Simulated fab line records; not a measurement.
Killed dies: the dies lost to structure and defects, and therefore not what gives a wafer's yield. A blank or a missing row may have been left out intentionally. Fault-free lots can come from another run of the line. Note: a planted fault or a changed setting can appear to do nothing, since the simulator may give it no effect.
A lot that was struck, set against a sound lot    flow n5Finfet    17 steps out of a route of 1938
Sound: the wafers L633.1, L633.3, L633.4. Struck: wafer L643.3 (L643.4, L643.6, from the same lot, were not struck and are left out); the cause is given at the end.
At each step with rows: each side's tool, then ch and its chambers, then its first start. Under that, the readings that differ: sound wafers    struck wafers    difference of the means    sigmas: that difference in standard deviations of wafers without a fault.
alike: words and numbers the same on both sides, and readings whose means are apart by under 2 such deviations; not compared: readings that were withheld, readings missing a value for some wafer, numbers with overlapping values and no deviation given by the record, and bounds like >300 which may hide the same value.
A row with sigmas, a row that says differs or no value, or rows on one side alone: a step with any of these is where the two part. Numbers that have no deviation but don't overlap get no sigmas and don't part them. Lack of a reading on every wafer of one side parts them only where that side has two or more wafers.

N5_MOL_CONTACT_COAG_INSPECT_42: inspects for defects (brightfield).
  struck on defectInspect-02, day 7 20:50; sound on defectInspect-01, day 5 09:29
  alike: rawDefectCount
then, 1 step without rows for these wafers: N5_MOL_CONTACT_COAG_DESCUM_45 (chemistry O2, time 7 s).
N5_MOL_CONTACT_COAG_ETCH_65: etches underlayer in N2/H2, target depth 13 nm, time 10.4 s.
  sound on rieDiel-04 ch 0,2, day 5 09:46; struck on rieDiel-04 ch 2, day 7 20:53
  alike: chamberPressureMTorr, drypumpMotorCurrentA, etchRfOnTimeS, oesProductAu, rfVppV, showerheadPlenumPTorr, throttleValvePct
  not compared: rfHoursCounterH
then, 2 steps without rows for these wafers: N5_MOL_CONTACT_COAG_ETCH_66 (etches SiARC in CF4, target depth 13 nm, time 21.7 s); N5_MOL_CONTACT_COAG_ALD_133 (deposits SiO2, target thk 5 nm, pulse time 1 s, co reactant pulse time 1 s).
N5_MOL_CONTACT_COAG_ETCHBACK_134: etches SiO2 in CHF3, target depth 10 nm, time 6.7 s.
  sound on rieDiel-01 ch 0,1,2, day 5 10:04; struck on rieDiel-03 ch 1, day 7 21:11
reading              sound       struck  difference  sigmas
rfHoursCounterH (h)  33 188 243  8       -147        
  alike: chamberPressureMTorr, drypumpMotorCurrentA, oesProductAu, rfVppV, showerheadPlenumPTorr, throttleValvePct
N5_MOL_CONTACT_COAG_ETCH_67: etches SOC in N2/H2, target depth 60 nm, overetch 21 nm, time 101.2 s.
  sound on rieDiel-01 ch 0,1,2, day 5 10:07; struck on rieDiel-03 ch 1, day 7 21:13
reading              sound       struck  difference  sigmas
rfHoursCounterH (h)  33 188 243  8       -147        
  alike: chamberPressureMTorr, drypumpMotorCurrentA, oesProductAu, rfVppV, showerheadPlenumPTorr, throttleValvePct
then, 4 steps without rows for these wafers: N5_MOL_CONTACT_COAG_STRIP_68 (strips in N2/H2); N5_MOL_CONTACT_COAG_STRIP_69 (strips in N2/H2); N5_MOL_CONTACT_COAG_ETCHBACK_136 (etches SiO2 in CHF3, target depth 25 nm, time 16.7 s); N5_MOL_CONTACT_COAG_STRIP_120 (strips in CHF3).
N5_MOL_CONTACT_COAG_VIA_ETCH_117: etches SiO2 in C4F6/O2, target depth 40 nm, overetch 8 nm, time 26 s.
  sound on rieDiel-01 ch 0,1,2, day 5 10:14; struck on rieDiel-03 ch 1, day 7 21:20
reading              sound       struck  difference  sigmas
rfHoursCounterH (h)  33 188 243  8       -147        
  alike: chamberPressureMTorr, drypumpMotorCurrentA, oesProductAu, rfVppV, showerheadPlenumPTorr, throttleValvePct
N5_MOL_CONTACT_COAG_ETCH_124: etches SiNx in CH3F/O2, stops on SiOC, target depth 6.5 nm.
  sound on rieDiel-01 ch 0,1,2, day 5 10:16; struck on rieDiel-03 ch 1, day 7 21:22
reading                                           sound       struck  difference  sigmas
rfHoursCounterH (h)                               33 188 243  8       -147        
model.SOC_of_MOL_CONTACT_COAG_COAT_62.thkNm (nm)  48 48 48.2  47      -1          
  alike: chamberPressureMTorr, drypumpMotorCurrentA, oesProductAu, rfVppV, showerheadPlenumPTorr, throttleValvePct
N5_MOL_CONTACT_COAG_ETCH_48: etches SiOC in C4F6/O2, target depth 15 nm, overetch 4.5 nm, time 17 s.
  sound on rieDiel-01 ch 0,1,2, day 5 10:18; struck on rieDiel-03 ch 1, day 7 21:25
reading                                           sound           struck  difference  sigmas
rfHoursCounterH (h)                               33 188 243      8       -147        
model.SOC_of_MOL_CONTACT_COAG_COAT_62.thkNm (nm)  45.4 45.2 45.4  44.4    -0.9        
  alike: chamberPressureMTorr, drypumpMotorCurrentA, oesProductAu, rfVppV, showerheadPlenumPTorr, throttleValvePct
N5_MOL_CONTACT_COAG_STRIP_72: strips in N2/H2.
  sound on rieDiel-01 ch 0,1,2, day 5 10:21; struck on rieDiel-03 ch 1, day 7 21:28
reading              sound       struck  difference  sigmas
rfHoursCounterH (h)  33 188 243  8       -147        
  alike: chamberPressureMTorr, drypumpMotorCurrentA, oesProductAu, powerW, rfVppV, showerheadPlenumPTorr, throttleValvePct
-- here the record skips 3 days between the struck wafers' starts before and after, leaving off in module MOL_CONTACT_COAG and picking up in module BEOL_M4 (first step shown: number 1111 of the route) --
N5_BEOL_M4_RC_MEAS_101:
  sound on prober-02 ch 0, day 8 06:53; struck on prober-02 ch 0, day 10 11:17
  alike: DIBL_N, DIBL_P, IOFF_N, IOFF_P, ION_N, ION_P, SS_N, SS_P, VT_N, VT_P
-- the record jumps here: 4 days lie between the struck wafers' starts before and after (it left off in module BEOL_M4 and takes up again in module PASSIVATION, whose first step shown is number 1936 of the route) --
N5_PASSIVATION_PROBE_49:
  struck on prober-02, day 14 21:40; sound on prober-02, day 13 04:01
reading          sound     struck  difference  sigmas
killed_at_M4_up  22 21 15  6       -13         -2
  alike: defectLimitedYield, killed_at_M0_to_M3, killedAtContacts, killedAtFrontEnd, killedAtOther, killedDies, killedOpen, killedShort, sort_bin_5_function, sort_bin_6_memory, sort_bin_8_speed, sortNPass, sortYieldPct

WHERE THEY PART
At N5_PASSIVATION_PROBE_49 and nowhere else, as far as this record goes.

WHY: what the simulator had put in
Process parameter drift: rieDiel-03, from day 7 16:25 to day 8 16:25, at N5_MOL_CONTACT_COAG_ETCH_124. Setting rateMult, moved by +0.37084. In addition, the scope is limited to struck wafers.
